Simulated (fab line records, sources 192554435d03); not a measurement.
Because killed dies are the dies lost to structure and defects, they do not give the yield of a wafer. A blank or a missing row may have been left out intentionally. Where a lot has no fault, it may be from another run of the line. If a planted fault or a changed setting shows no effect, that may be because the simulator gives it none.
Chamber matching + flow n5Finfet + N5_BEOL_M3_CMP_52 on cmp-01 has 4 sister chambers
The step polishes, stops on SiOC, t overpolish 6.8 s, target thk 40 nm. 4 wafers are shown with their chamber, then 10 later ones without.

## WAFERS, EACH WITH ITS CHAMBER
| wafer  | chamber | motorCurrentA (A) |
|--------|---------|-------------------|
| L081.2 | 0       | 6.2               |
| L085.4 | 2       | 5.9               |
| L083.2 | 3       | 5.6               |
| L083.5 | 1       | 6.2               |

## WAFERS MISSING THEIR CHAMBER
| wafer  | motorCurrentA (A) |
|--------|-------------------|
| L083.6 | 6.0               |
| L088.3 | 6.8               |
| L088.4 | 6.1               |
| L088.6 | 5.6               |
| L093.1 | 5.8               |
| L093.2 | 6.0               |
| L093.5 | 5.5               |
| L094.1 | 6.1               |
| L094.4 | 5.8               |
| L094.6 | 6.8               |

## CHAMBER TAKEN BY EACH
| wafer  | from the rows above               | in truth |
|--------|-----------------------------------|----------|
| L083.6 | can't be placed: 2 or 0 or 1 or 3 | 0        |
| L088.3 | can't be placed: 0 or 1 or 2      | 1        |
| L088.4 | can't be placed: 0 or 1 or 2 or 3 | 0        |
| L088.6 | can't be placed: 3 or 2           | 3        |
| L093.1 | can't be placed: 2 or 3 or 0 or 1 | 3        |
| L093.2 | can't be placed: 2 or 0 or 1 or 3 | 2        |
| L093.5 | can't be placed: 3 or 2           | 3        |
| L094.1 | can't be placed: 0 or 1 or 2 or 3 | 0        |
| L094.4 | can't be placed: 2 or 3 or 0 or 1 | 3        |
| L094.6 | can't be placed: 0 or 1 or 2      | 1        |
Correct placement for 0 of the 10. Cannot be placed on the basis of these rows: 10; the candidates contain the true chamber in 10. Number placed wrongly: 0.
How it was worked out, from the rows above alone: a wafer's distance from a chamber is the root of the sum, over the readings, of the square of ((its reading less the chamber's mean) divided by the reading's scatter). If the next closest chamber is less than 2 further off than the closest, the wafer can't be placed; otherwise it belongs to the closest. The mean given for a chamber averages the wafers shown for that chamber. The scatter: with one shown wafer a chamber, the root of the mean of the squares of how far each hidden wafer lies from its nearest shown one.
